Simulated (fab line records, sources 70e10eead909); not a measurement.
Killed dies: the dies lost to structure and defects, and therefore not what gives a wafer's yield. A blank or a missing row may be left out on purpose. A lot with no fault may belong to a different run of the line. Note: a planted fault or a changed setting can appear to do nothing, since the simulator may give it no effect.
Which tool was responsible? || flow nand-harc || 33 wafers from 11 lots sampled at 5 of the route's 1159 steps

## WHAT EACH GAUGE READ, for each wafer
NHARC_END_SORT_01.
{"lot": "L486", "measured": "day 23 04:03", "on": "prober-02", "killed-at-array": "671 676 672", "killed-at-other": "3 0 3", "killed-at-periphery": "3 1 2", "killed-dies": "677 677 677", "killed-open": "3 4 2", "killed-short": "1 5 1"}
{"lot": "L489", "measured": "day 23 03:17", "on": "prober-01", "killed-at-array": "673 675 672", "killed-at-other": "3 0 2", "killed-at-periphery": "1 2 3", "killed-dies": "677 677 677", "killed-open": "4 1 3", "killed-short": "0 2 2"}

## WHICH TOOL RAN EACH LOT (tool, then ch and the chambers of the sampled wafers, then the start)
{"lot": "L475", "NHARC_A_CONTACT_ETCH_126": "har-cap-etch-02 ch 0,1, day 16 14:25", "NHARC_A_CONTACT_ETCH_130": "har-cap-etch-02 ch 0,1, day 16 14:59", "NHARC_A_CONTACT_ETCH_91": "rie-diel-08 ch 0,1,2, day 16 15:58", "NHARC_A_CONTACT_ETCH_97": "rie-diel-08 ch 1,2,3, no start"}
{"lot": "L478", "NHARC_A_CONTACT_ETCH_126": "har-cap-etch-01 ch 0,1, day 17 13:56", "NHARC_A_CONTACT_ETCH_130": "har-cap-etch-01 ch 0,1, day 17 14:31", "NHARC_A_CONTACT_ETCH_91": "rie-diel-07 ch 1,2,3, day 17 15:29", "NHARC_A_CONTACT_ETCH_97": "rie-diel-07 ch 0,1,3, no start"}
{"lot": "L486", "NHARC_A_CONTACT_ETCH_126": "har-cap-etch-03 ch 0,1, day 20 03:31", "NHARC_A_CONTACT_ETCH_130": "har-cap-etch-03 ch 0,1, day 20 04:05", "NHARC_A_CONTACT_ETCH_91": "rie-diel-07 ch 0,2,3, day 20 05:21", "NHARC_A_CONTACT_ETCH_97": "rie-diel-07 ch 0,2,3, day 20 05:32"}
{"lot": "L489", "NHARC_A_CONTACT_ETCH_126": "har-cap-etch-02 ch 0,1, day 20 04:35", "NHARC_A_CONTACT_ETCH_130": "har-cap-etch-02 ch 0,1, day 20 05:10", "NHARC_A_CONTACT_ETCH_91": "rie-diel-13 ch 2,3, day 20 06:09", "NHARC_A_CONTACT_ETCH_97": "rie-diel-13 ch 1,2, day 20 06:19"}
{"lot": "L492", "NHARC_A_CONTACT_ETCH_126": "har-cap-etch-01 ch 0, day 20 11:52", "NHARC_A_CONTACT_ETCH_130": "har-cap-etch-01 ch 0, day 20 12:26", "NHARC_A_CONTACT_ETCH_91": "rie-diel-07 ch 0,2,3, day 20 14:44", "NHARC_A_CONTACT_ETCH_97": "rie-diel-07 ch 1,2,3, no start"}
{"lot": "L491", "NHARC_A_CONTACT_ETCH_126": "har-cap-etch-03 ch 1, day 20 17:09", "NHARC_A_CONTACT_ETCH_130": "har-cap-etch-03 ch 1, day 20 17:43", "NHARC_A_CONTACT_ETCH_91": "rie-diel-13 ch 0,2, day 20 18:43", "NHARC_A_CONTACT_ETCH_97": "rie-diel-13 ch 2,3, no start"}
{"lot": "L493", "NHARC_A_CONTACT_ETCH_126": "har-cap-etch-02 ch 0,1, day 20 17:15", "NHARC_A_CONTACT_ETCH_130": "har-cap-etch-02 ch 0,1, day 20 17:49", "NHARC_A_CONTACT_ETCH_91": "rie-diel-07 ch 0,2, day 20 18:47", "NHARC_A_CONTACT_ETCH_97": "rie-diel-07 ch 0,2,3, no start"}
{"lot": "L495", "NHARC_A_CONTACT_ETCH_126": "har-cap-etch-02 ch 0,1, day 21 23:09", "NHARC_A_CONTACT_ETCH_130": "har-cap-etch-02 ch 0,1, day 21 23:43", "NHARC_A_CONTACT_ETCH_91": "rie-diel-07 ch 1,2, day 22 00:41", "NHARC_A_CONTACT_ETCH_97": "rie-diel-07 ch 0,1,2, no start"}
{"lot": "L494", "NHARC_A_CONTACT_ETCH_126": "har-cap-etch-03 ch 0,1, day 22 03:07", "NHARC_A_CONTACT_ETCH_130": "har-cap-etch-03 ch 0,1, day 22 03:41", "NHARC_A_CONTACT_ETCH_91": "rie-diel-08 ch 0,1,3, day 22 04:43", "NHARC_A_CONTACT_ETCH_97": "rie-diel-08 ch 2,3, no start"}
{"lot": "L497", "NHARC_A_CONTACT_ETCH_126": "har-cap-etch-02 ch 0,1, day 22 07:32", "NHARC_A_CONTACT_ETCH_130": "har-cap-etch-02 ch 0,1, day 22 08:07", "NHARC_A_CONTACT_ETCH_91": "rie-diel-13 ch 0,1, day 22 09:06", "NHARC_A_CONTACT_ETCH_97": "rie-diel-13 ch 2,3, no start"}
{"lot": "L498", "NHARC_A_CONTACT_ETCH_126": "har-cap-etch-03 ch 0,1, day 22 08:57", "NHARC_A_CONTACT_ETCH_130": "har-cap-etch-03 ch 0,1, day 22 09:31", "NHARC_A_CONTACT_ETCH_91": "rie-diel-07 ch 1,2, day 22 10:28", "NHARC_A_CONTACT_ETCH_97": "rie-diel-07 ch 2,3, no start"}
- NHARC_A_CONTACT_ETCH_126: etches the open film in C4F8/O2/Ar, time 155 s, target depth 956 nm.
- NHARC_A_CONTACT_ETCH_130: etches the open film in C4F8/O2/Ar, time 155 s, target depth 956 nm.
- NHARC_A_CONTACT_ETCH_91: etches the open film in CH3F/O2, target depth 40 nm, time 85.7 s.
- NHARC_A_CONTACT_ETCH_97: etches the open film in C4F6/O2, target depth 20 nm, time 10 s.

## AS READ BY THE TOOLS THEMSELVES (means over the sampled wafers that have a number; for cases with no such wafer, the mark the record gives instead)
NHARC_A_CONTACT_ETCH_126.
{"lot": "L475", "tool": "har-cap-etch-02", "chamber-pressure-mTorr (mTorr)": 19.998, "oes-air-line-au (a.u.)": 0.982}
{"lot": "L478", "tool": "har-cap-etch-01", "chamber-pressure-mTorr (mTorr)": 20.004, "oes-air-line-au (a.u.)": 0.984}
{"lot": "L486", "tool": "har-cap-etch-03", "chamber-pressure-mTorr (mTorr)": 20.012, "oes-air-line-au (a.u.)": 1.001}
{"lot": "L489", "tool": "har-cap-etch-02", "chamber-pressure-mTorr (mTorr)": 19.986, "oes-air-line-au (a.u.)": 0.982}
{"lot": "L492", "tool": "har-cap-etch-01", "chamber-pressure-mTorr (mTorr)": 20.001, "oes-air-line-au (a.u.)": 1.001}
{"lot": "L491", "tool": "har-cap-etch-03", "chamber-pressure-mTorr (mTorr)": 20.003, "oes-air-line-au (a.u.)": 0.993}
{"lot": "L493", "tool": "har-cap-etch-02", "chamber-pressure-mTorr (mTorr)": 20.002, "oes-air-line-au (a.u.)": 0.999}
{"lot": "L495", "tool": "har-cap-etch-02", "chamber-pressure-mTorr (mTorr)": 19.990, "oes-air-line-au (a.u.)": 1.011}
{"lot": "L494", "tool": "har-cap-etch-03", "chamber-pressure-mTorr (mTorr)": 20.009, "oes-air-line-au (a.u.)": 1.010}
{"lot": "L497", "tool": "har-cap-etch-02", "chamber-pressure-mTorr (mTorr)": 20.000, "oes-air-line-au (a.u.)": 1.001}
{"lot": "L498", "tool": "har-cap-etch-03", "chamber-pressure-mTorr (mTorr)": 19.995, "oes-air-line-au (a.u.)": 0.990}

NHARC_A_CONTACT_ETCH_130.
{"lot": "L475", "tool": "har-cap-etch-02", "chamber-pressure-mTorr (mTorr)": 20.008, "oes-air-line-au (a.u.)": 1.017}
{"lot": "L478", "tool": "har-cap-etch-01", "chamber-pressure-mTorr (mTorr)": 20.011, "oes-air-line-au (a.u.)": 1.014}
{"lot": "L486", "tool": "har-cap-etch-03", "chamber-pressure-mTorr (mTorr)": 19.994, "oes-air-line-au (a.u.)": 1.001}
{"lot": "L489", "tool": "har-cap-etch-02", "chamber-pressure-mTorr (mTorr)": 20.026, "oes-air-line-au (a.u.)": 0.983}
{"lot": "L492", "tool": "har-cap-etch-01", "chamber-pressure-mTorr (mTorr)": 19.998, "oes-air-line-au (a.u.)": 0.992}
{"lot": "L491", "tool": "har-cap-etch-03", "chamber-pressure-mTorr (mTorr)": 19.987, "oes-air-line-au (a.u.)": 0.985}
{"lot": "L493", "tool": "har-cap-etch-02", "chamber-pressure-mTorr (mTorr)": 20.001, "oes-air-line-au (a.u.)": 0.991}
{"lot": "L495", "tool": "har-cap-etch-02", "chamber-pressure-mTorr (mTorr)": 20.000, "oes-air-line-au (a.u.)": 1.005}
{"lot": "L494", "tool": "har-cap-etch-03", "chamber-pressure-mTorr (mTorr)": 20.018, "oes-air-line-au (a.u.)": 1.009}
{"lot": "L497", "tool": "har-cap-etch-02", "chamber-pressure-mTorr (mTorr)": 20.007, "oes-air-line-au (a.u.)": 1.021}
{"lot": "L498", "tool": "har-cap-etch-03", "chamber-pressure-mTorr (mTorr)": 20.010, "oes-air-line-au (a.u.)": 1.012}

NHARC_A_CONTACT_ETCH_91.
{"lot": "L475", "tool": "rie-diel-08", "bias-w (W)": 100.11, "ch3f-flow-sccm (sccm)": 49.84, "drypump-motor-current-A (A)": 5.6, "oes-product-au (a.u.)": 0.919, "rf-vpp-V (V)": 245.2, "showerhead-plenum-p-Torr (Torr)": 2.47, "throttle-valve-pct (%)": 20.666}
{"lot": "L478", "tool": "rie-diel-07", "bias-w (W)": 99.95, "ch3f-flow-sccm (sccm)": 49.94, "drypump-motor-current-A (A)": 6.0, "oes-product-au (a.u.)": 0.929, "rf-vpp-V (V)": 244.9, "showerhead-plenum-p-Torr (Torr)": 2.53, "throttle-valve-pct (%)": 20.656}
{"lot": "L486", "tool": "rie-diel-07", "bias-w (W)": "-", "ch3f-flow-sccm (sccm)": "-", "drypump-motor-current-A (A)": "-", "oes-product-au (a.u.)": "-", "rf-vpp-V (V)": "-", "showerhead-plenum-p-Torr (Torr)": "-", "throttle-valve-pct (%)": "-"}
{"lot": "L489", "tool": "rie-diel-13", "bias-w (W)": "-", "ch3f-flow-sccm (sccm)": "-", "drypump-motor-current-A (A)": "-", "oes-product-au (a.u.)": "-", "rf-vpp-V (V)": "-", "showerhead-plenum-p-Torr (Torr)": "-", "throttle-valve-pct (%)": "-"}
{"lot": "L492", "tool": "rie-diel-07", "bias-w (W)": 99.81, "ch3f-flow-sccm (sccm)": 49.73, "drypump-motor-current-A (A)": 5.8, "oes-product-au (a.u.)": 0.928, "rf-vpp-V (V)": 246.7, "showerhead-plenum-p-Torr (Torr)": 2.55, "throttle-valve-pct (%)": 20.661}
{"lot": "L491", "tool": "rie-diel-13", "bias-w (W)": 100.10, "ch3f-flow-sccm (sccm)": 49.90, "drypump-motor-current-A (A)": 5.5, "oes-product-au (a.u.)": 0.918, "rf-vpp-V (V)": 243.8, "showerhead-plenum-p-Torr (Torr)": 2.48, "throttle-valve-pct (%)": 20.666}
{"lot": "L493", "tool": "rie-diel-07", "bias-w (W)": 100.02, "ch3f-flow-sccm (sccm)": 49.96, "drypump-motor-current-A (A)": 6.0, "oes-product-au (a.u.)": 0.930, "rf-vpp-V (V)": 244.6, "showerhead-plenum-p-Torr (Torr)": 2.60, "throttle-valve-pct (%)": 20.667}
{"lot": "L495", "tool": "rie-diel-07", "bias-w (W)": 99.97, "ch3f-flow-sccm (sccm)": 50.01, "drypump-motor-current-A (A)": 6.2, "oes-product-au (a.u.)": 0.928, "rf-vpp-V (V)": 245.8, "showerhead-plenum-p-Torr (Torr)": 2.56, "throttle-valve-pct (%)": 20.667}
{"lot": "L494", "tool": "rie-diel-08", "bias-w (W)": 99.84, "ch3f-flow-sccm (sccm)": 50.03, "drypump-motor-current-A (A)": 5.7, "oes-product-au (a.u.)": 0.926, "rf-vpp-V (V)": 244.8, "showerhead-plenum-p-Torr (Torr)": 2.51, "throttle-valve-pct (%)": 20.668}
{"lot": "L497", "tool": "rie-diel-13", "bias-w (W)": 99.95, "ch3f-flow-sccm (sccm)": 50.09, "drypump-motor-current-A (A)": 6.0, "oes-product-au (a.u.)": 0.950, "rf-vpp-V (V)": 244.3, "showerhead-plenum-p-Torr (Torr)": 2.50, "throttle-valve-pct (%)": 20.659}
{"lot": "L498", "tool": "rie-diel-07", "bias-w (W)": 100.01, "ch3f-flow-sccm (sccm)": 50.16, "drypump-motor-current-A (A)": 6.1, "oes-product-au (a.u.)": 0.932, "rf-vpp-V (V)": 246.5, "showerhead-plenum-p-Torr (Torr)": 2.56, "throttle-valve-pct (%)": 20.665}

NHARC_A_CONTACT_ETCH_97.
{"lot": "L475", "tool": "rie-diel-08", "bias-w (W)": 499.3, "c4f6-flow-sccm (sccm)": 25.04, "drypump-motor-current-A (A)": 5.5, "oes-product-au (a.u.)": 0.943, "rf-vpp-V (V)": 549, "showerhead-plenum-p-Torr (Torr)": 4.01, "throttle-valve-pct (%)": 26.904}
{"lot": "L478", "tool": "rie-diel-07", "bias-w (W)": 500.4, "c4f6-flow-sccm (sccm)": 24.98, "drypump-motor-current-A (A)": 5.7, "oes-product-au (a.u.)": 0.942, "rf-vpp-V (V)": 547, "showerhead-plenum-p-Torr (Torr)": 4.00, "throttle-valve-pct (%)": 26.912}
{"lot": "L486", "tool": "rie-diel-07", "bias-w (W)": 501.0, "c4f6-flow-sccm (sccm)": 24.97, "drypump-motor-current-A (A)": 5.8, "oes-product-au (a.u.)": 0.973, "rf-vpp-V (V)": 550, "showerhead-plenum-p-Torr (Torr)": 4.07, "throttle-valve-pct (%)": 26.905}
{"lot": "L489", "tool": "rie-diel-13", "bias-w (W)": 499.6, "c4f6-flow-sccm (sccm)": 24.98, "drypump-motor-current-A (A)": 5.6, "oes-product-au (a.u.)": 0.989, "rf-vpp-V (V)": 545, "showerhead-plenum-p-Torr (Torr)": 3.86, "throttle-valve-pct (%)": 26.901}
{"lot": "L492", "tool": "rie-diel-07", "bias-w (W)": 500.4, "c4f6-flow-sccm (sccm)": 25.01, "drypump-motor-current-A (A)": 6.0, "oes-product-au (a.u.)": 0.987, "rf-vpp-V (V)": 549, "showerhead-plenum-p-Torr (Torr)": 4.02, "throttle-valve-pct (%)": 26.899}
{"lot": "L491", "tool": "rie-diel-13", "bias-w (W)": 502.3, "c4f6-flow-sccm (sccm)": 25.11, "drypump-motor-current-A (A)": 5.4, "oes-product-au (a.u.)": 0.964, "rf-vpp-V (V)": 548, "showerhead-plenum-p-Torr (Torr)": 3.96, "throttle-valve-pct (%)": 26.890}
{"lot": "L493", "tool": "rie-diel-07", "bias-w (W)": 500.3, "c4f6-flow-sccm (sccm)": 24.99, "drypump-motor-current-A (A)": 5.8, "oes-product-au (a.u.)": 0.958, "rf-vpp-V (V)": 549, "showerhead-plenum-p-Torr (Torr)": 4.07, "throttle-valve-pct (%)": 26.906}
{"lot": "L495", "tool": "rie-diel-07", "bias-w (W)": 499.9, "c4f6-flow-sccm (sccm)": 24.99, "drypump-motor-current-A (A)": 5.8, "oes-product-au (a.u.)": 0.959, "rf-vpp-V (V)": 549, "showerhead-plenum-p-Torr (Torr)": 4.05, "throttle-valve-pct (%)": 26.899}
{"lot": "L494", "tool": "rie-diel-08", "bias-w (W)": 500.3, "c4f6-flow-sccm (sccm)": 25.01, "drypump-motor-current-A (A)": 5.2, "oes-product-au (a.u.)": 0.965, "rf-vpp-V (V)": 548, "showerhead-plenum-p-Torr (Torr)": 4.01, "throttle-valve-pct (%)": 26.896}
{"lot": "L497", "tool": "rie-diel-13", "bias-w (W)": 501.3, "c4f6-flow-sccm (sccm)": 24.98, "drypump-motor-current-A (A)": 5.4, "oes-product-au (a.u.)": 0.926, "rf-vpp-V (V)": 548, "showerhead-plenum-p-Torr (Torr)": 3.95, "throttle-valve-pct (%)": 26.905}
{"lot": "L498", "tool": "rie-diel-07", "bias-w (W)": 500.1, "c4f6-flow-sccm (sccm)": 25.00, "drypump-motor-current-A (A)": 6.1, "oes-product-au (a.u.)": 0.969, "rf-vpp-V (V)": 551, "showerhead-plenum-p-Torr (Torr)": 4.09, "throttle-valve-pct (%)": 26.906}

## THE ANSWER, worked out from the rows above alone
Rule: usual is defined by the lots themselves. Put in order of their means at a reading, lots are off if they are a third of the lots or fewer, leave a main group of 4 or more, and stand apart from it by a gap of 3 or more times the standard deviation of the main group's means; of several such gaps the widest counts. A main group whose means are all the same, to the digits that the tables above print for the reading, isn't used. Also off: a lot with no number at a reading for which 4 or more lots have one. Any other lot the step has rows for is counted as sound. First the gauges in route order, then the tools' own readings, where a lot's mean is used as printed above. At the first step where some lot is off, the reading lying furthest off is the one used; lots without a number count as furthest.
Off: L486, L489, at NHARC_A_CONTACT_ETCH_91 (bias-w). Without a number there: L486, L489. For the main group the mean is 99.97 W and the standard deviation 0.096.
A tool fits if, at that step or a process step before it, it ran every lot that is off, and no sound lot after the first of them. Not one of the candidates tried fits.

## WHAT HAD BEEN PUT IN BY THE SIMULATOR
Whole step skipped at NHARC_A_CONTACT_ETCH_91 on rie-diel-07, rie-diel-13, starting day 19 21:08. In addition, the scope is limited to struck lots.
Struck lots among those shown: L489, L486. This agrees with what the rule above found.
